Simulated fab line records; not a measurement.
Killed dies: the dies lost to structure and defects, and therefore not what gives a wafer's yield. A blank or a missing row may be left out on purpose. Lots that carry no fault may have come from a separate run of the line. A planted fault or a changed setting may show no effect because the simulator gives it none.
The same fault as seen by 2 desks ; flow n5 finfet ; every desk sees just its own numbers, and what lay behind them comes last

== THE DEFECT DESK ==
For each lot, the counts of the inspections along the route, averaged over the sampled wafers that have a number. A lot is out of limits, marked OUT, if its mean lies more than 4 standard deviations from the usual mean; the brackets give that distance.
Columns: A = raw defect count at N5_MOL_CONTACT_COAG_INSPECT_97, usual 47
lot;first seen here;A
L715;day 5 08:56;28
L716;day 5 16:08;49
L718;day 6 05:08;27
L719;day 6 11:06;54
L721;day 6 23:44;37
L722;day 7 09:52;38
L724;day 7 15:50;41
L731;day 9 12:14;61
L732;day 9 15:10;44
L733;day 10 00:32;38
L737;day 11 02:05;43
L738;day 11 05:05;36
Finding of this desk: none of the 12 lots has anything out of limits.

== AT THE TOOL OWNER'S DESK: cmp-01 ==
The tool's own readings at N5_MOL_CONTACT_COAG_CMP_52 (polishes, stops on SiO2, t overpolish 1.5 s, target thk 66.5 nm): means of the sampled wafers that have a number, for each lot that ran on this tool. A lot is out of limits, marked OUT, if its mean lies more than 4 standard deviations from the usual mean; the brackets give that distance.
Columns: A = head pressure psi at N5_MOL_CONTACT_COAG_CMP_52, usual 4.000 psi; B = motor current A at N5_MOL_CONTACT_COAG_CMP_52, usual 12.2 A; C = overpolish run s at N5_MOL_CONTACT_COAG_CMP_52, usual 1.500 s; D = platen rpm at N5_MOL_CONTACT_COAG_CMP_52, usual 50.29 rpm; E = time to endpoint s at N5_MOL_CONTACT_COAG_CMP_52, usual 13.8 s
lot;first seen here;A;B;C;D;E
L715;day 5 05:34;4.012;11.3;1.496;50.31;14.1
L719;day 6 07:44;3.996;10.9;1.491;50.25;13.3
L721;day 6 20:25;4.001;11.3;1.504;50.27;13.8
L724;day 7 11:20;4.000;11.2;1.506;50.28;15.5
L731;day 9 06:50;4.005;11.6;1.500;48.28 (-59) OUT;14.7
L732;day 9 09:37;3.998;11.4;1.498;48.29 (-59) OUT;12.1
Finding of this desk: L731, L732 out of limits; the first was L731 at day 9 06:50, on platen rpm at N5_MOL_CONTACT_COAG_CMP_52. L715, L719, L721, L724: within limits.

== TAKEN TOGETHER ==
The tool owner's desk had the chance to raise an alarm at day 9 06:50 on L731, L732.
Nothing the defect desk looked at was out of limits.
The defect desk has L731, L732 on record, within its limits.
On cmp-01, each named lot ran N5_MOL_CONTACT_COAG_CMP_52.

== WHAT THE SIMULATOR HAD PUT IN ==
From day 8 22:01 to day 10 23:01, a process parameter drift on cmp-01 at N5_MOL_CONTACT_COAG_CMP_52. The setting platen rpm was moved by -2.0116, starting from 50.289. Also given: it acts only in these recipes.
Shown lots that were struck: L731, L732.
How many hours passed from the start of the fault until each desk's first out-of-limits reading: the tool owner's desk, 9.
